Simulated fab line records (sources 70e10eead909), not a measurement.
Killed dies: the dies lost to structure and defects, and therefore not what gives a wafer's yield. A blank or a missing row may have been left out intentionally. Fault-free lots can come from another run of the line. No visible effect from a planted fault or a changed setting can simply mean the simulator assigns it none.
A struck lot beside a sound one | flow nand-harc | 41 out of 1302 route steps
Sound: these wafers, L975.3, L975.5, L975.6. The struck wafers were L982.2, L982.4, L982.6. At the end, the cause is stated.
For every step that has rows: the tool of each side, followed by ch and its chambers, followed by its first start. Under that, the readings that differ: sound wafers | struck wafers | difference of the means | sigmas: that difference in standard deviations of wafers without a fault.
alike: words and numbers the same on both sides, and readings whose means are apart by under 2 such deviations; not compared: readings that were withheld, readings missing a value for some wafer, numbers with overlapping values and no deviation given by the record, and bounds like >300 which may hide the same value.
The two part at a step that has a row with sigmas, a row that says differs or no value, or rows on one side only. When numbers do not overlap yet have no deviation, they are printed without sigmas and do not part them. Lack of a reading on every wafer of one side parts them only where that side has two or more wafers.

NHARC_A_CHANNEL_FILL_D1_ALD_02: deposits SiO2, target thk 6 nm, pulse time 10 s, ald cycles 60.
  sound on ald-hk-04 ch 1,2, day 9 09:13; struck on ald-hk-01 ch 1,3, day 12 12:06
  alike: heater-power-w, precursor-pulse-height-rel
NHARC_A_CHANNEL_FILL_D1_ALD_03: deposits SiNx, target thk 6 nm, pulse time 60 s, ald cycles 58.
  sound on ald-sin-batch-03 ch 0; struck on ald-sin-batch-01 ch 0
  alike: precursor-pulse-height-rel
then, 1 step without rows for these wafers: NHARC_A_CHANNEL_FILL_D1_ALD_14 (deposits SiO2, target thk 2.5 nm, pulse time 10 s, ald cycles 25).
NHARC_A_CHANNEL_FILL_D1_ALD_15: deposits SiNx, target thk 2 nm, pulse time 60 s, ald cycles 19.
  sound on ald-sin-batch-03 ch 0; struck on ald-sin-batch-03 ch 0
  alike: precursor-pulse-height-rel
then, 8 steps without rows for these wafers: NHARC_A_CHANNEL_FILL_D1_ALD_16 (deposits SiO2, target thk 1.5 nm, pulse time 10 s, ald cycles 15); NHARC_A_CHANNEL_FILL_D1_ANNEAL_17 (time 1800 s); NHARC_A_CHANNEL_FILL_D1_CVD_18 (deposits poly-Si, target thk 3 nm); NHARC_A_CHANNEL_FILL_D1_ETCHBACK_19 (etches the open film in HBr/Cl2, target depth 5 nm, time 1.7 s); NHARC_A_CHANNEL_FILL_D1_ETCHBACK_20 (etches the open film in C4F8/O2/Ar, target depth 27 nm, time 13.5 s); NHARC_A_CHANNEL_FILL_D1_STRIP_28 (strips in O2, time 20 s); NHARC_A_CHANNEL_FILL_D1_PRECLEAN_21 (cleans in dHF, time 30 s); NHARC_A_CHANNEL_FILL_D1_SRD_23.
NHARC_A_CHANNEL_FILL_D1_CVD_05: deposits poly-Si, target thk 5 nm.
  sound on lpcvd-poly-01 ch 0, day 10 12:11; struck on lpcvd-poly-01 ch 0, day 13 15:04
  reading                | sound                | struck               | difference | sigmas
  spike-tc-bottom-C (C)  | 571.5 569.7 572.1    | 586.0 586.5 585.0    | +14.7      | +6
  spike-tc-centre-C (C)  | 548.8 550.6 550.3    | 564.4 564.9 566.0    | +15.2      | +14
  spike-tc-lower-C (C)   | 549.8 551.3 550.7    | 565.6 566.1 565.4    | +15.1      | +11
  spike-tc-upper-C (C)   | 547.8 549.7 549.0    | 564.7 563.2 565.2    | +15.5      | +12
  tube-center-temp-C (C) | 549.92 550.04 550.03 | 565.61 565.55 565.64 | +15.60     | +99 or more
then, 1 step without rows for these wafers: NHARC_A_CHANNEL_FILL_D1_ANNEAL_22 (time 7200 s).
NHARC_A_CHANNEL_FILL_D1_ALD_25: deposits SiOx, target thk 60 nm, pulse time 10 s, ald cycles 600.
  sound on ald-hk-04 ch 1,2,3, day 10 23:14; struck on ald-hk-01 ch 0,1,2, day 14 00:24
  alike: heater-power-w, precursor-pulse-height-rel
then, 7 steps without rows for these wafers: NHARC_A_CHANNEL_FILL_D1_ETCHBACK_08 (etches the open film in C4F8, target depth 220 nm, time 110 s); NHARC_A_CHANNEL_FILL_D1_STRIP_29 (strips in O2, time 20 s); NHARC_A_CHANNEL_FILL_D1_PRECLEAN_30 (cleans in dHF, time 30 s); NHARC_A_CHANNEL_FILL_D1_SRD_31; NHARC_A_CHANNEL_FILL_D1_CVD_09 (deposits poly-Si, target thk 150 nm, time 3000 s); NHARC_A_CHANNEL_FILL_D1_CMP_10 (polishes, target thk 150 nm); NHARC_A_CHANNEL_FILL_D1_SRD_12.
NHARC_A_CHANNEL_FILL_D1_INSPECT_13:
  sound on defect-inspect-02, day 11 10:01; struck on defect-inspect-01, day 14 12:07
  alike: raw-defect-count
then, 9 steps without rows for these wafers: NHARC_A_DECK1_JOINT_ETCHBACK_07 (etches the open film in HBr, target depth 105 nm, time 26.9 s); NHARC_A_DECK1_JOINT_ETCH_25 (etches SiO2 in dHF, target depth 0.5 nm); NHARC_A_DECK1_JOINT_ETCH_19 (etches poly-Si in TMAH, target depth 3 nm); NHARC_A_DECK1_JOINT_ETCH_18 (etches SiO2 in dHF, target depth 3 nm); NHARC_A_DECK1_JOINT_WET_08 (chemistry H3PO4, time 86 s); NHARC_A_DECK1_JOINT_ETCH_09 (etches SiO2 in dHF, target depth 5 nm); NHARC_A_DECK1_JOINT_WET_10 (chemistry H3PO4, time 86 s); NHARC_A_DECK1_JOINT_ETCH_11 (etches SiO2 in dHF, target depth 35 nm); NHARC_A_DECK1_JOINT_CVD_12 (deposits poly-Si, target thk 90 nm, time 1800 s).
NHARC_A_DECK1_JOINT_CMP_13: polishes, target thk 51.023 nm.
  sound on cmp-01 ch 0,3, day 11 20:23; struck on cmp-03 ch 0,1,3, day 14 22:26
  alike: motor-current-A, retaining-ring-pressure-frac, time-to-endpoint-s
NHARC_A_DECK1_JOINT_THK_MEAS_14: measures by ellipsometry.
  sound on film-metro-01, day 11 20:38; struck on film-metro-02, day 14 22:42
  alike: thk-nm
then, 5 steps without rows for these wafers: NHARC_A_DECK1_JOINT_SRD_04; NHARC_A_DECK1_JOINT_ETCHBACK_00 (etches the open film in HBr, target depth 30 nm, time 17.4 s); NHARC_A_DECK1_JOINT_PRECLEAN_30 (cleans in SC1); NHARC_A_DECK1_JOINT_SRD_31; NHARC_A_DECK1_JOINT_CVD_34 (deposits SiNx, target thk 20 nm).
-- the record jumps here: 13 days lie between the struck wafers' starts before and after (it left off in module A_DECK1_JOINT and takes up again in module END, whose first step shown is number 1301 of the route) --
NHARC_END_WLT_00:
  sound on prober-02, day 24 22:53; struck on prober-02, day 28 07:29
  reading                           | sound             | struck            | difference | sigmas
  VT_DECK1_BOTTOM                   | 0.869 0.873 0.861 | 0.967 0.964 0.958 | +0.095     | +15
  VT_DECK1_BOTTOM_INNER             | 0.873 0.859 0.861 | 0.970 0.968 0.961 | +0.102     | +15
  VT_DECK1_MEDIAN_NEAR_BOTTOM       | 0.862 0.862 0.868 | 0.957 0.963 0.967 | +0.098     | +15
  VT_DECK1_MEDIAN_NEAR_BOTTOM_INNER | 0.868 0.864 0.871 | 0.975 0.971 0.975 | +0.106     | +15
  VT_DECK1_MIDDLE                   | 0.879 0.884 0.876 | 0.987 0.980 0.988 | +0.105     | +18
  VT_DECK1_MIDDLE_INNER             | 0.878 0.879 0.873 | 0.993 0.988 0.980 | +0.110     | +19
  VT_DECK1_TOP                      | 0.894 0.889 0.884 | 0.997 0.998 0.995 | +0.108     | +18
  VT_DECK1_TOP_INNER                | 0.885 0.893 0.885 | 0.993 0.997 1.004 | +0.110     | +19
  alike: VT_DECK2_BOTTOM, VT_DECK2_BOTTOM_INNER, VT_DECK2_MEDIAN_NEAR_BOTTOM, VT_DECK2_MEDIAN_NEAR_BOTTOM_INNER, VT_DECK2_MIDDLE, VT_DECK2_MIDDLE_INNER, VT_DECK2_TOP, VT_DECK2_TOP_INNER
NHARC_END_SORT_01:
  sound on prober-02 ch 0, day 25 02:29; struck on prober-02 ch 0, day 28 10:45
  reading         | sound    | struck   | difference | sigmas
  killed-at-array | 77 69 80 | 36 31 35 | -41        | -2
  killed-dies     | 85 71 83 | 39 32 40 | -43        | -2
  alike: killed-at-other, killed-at-periphery, killed-open, killed-short

## WHERE THEY PART
Last at NHARC_END_SORT_01 as far as this record goes, first at NHARC_A_CHANNEL_FILL_D1_CVD_05.

WHY: whatever the simulator had introduced
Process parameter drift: lpcvd-poly-01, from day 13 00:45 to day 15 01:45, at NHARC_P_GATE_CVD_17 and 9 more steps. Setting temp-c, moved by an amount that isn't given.
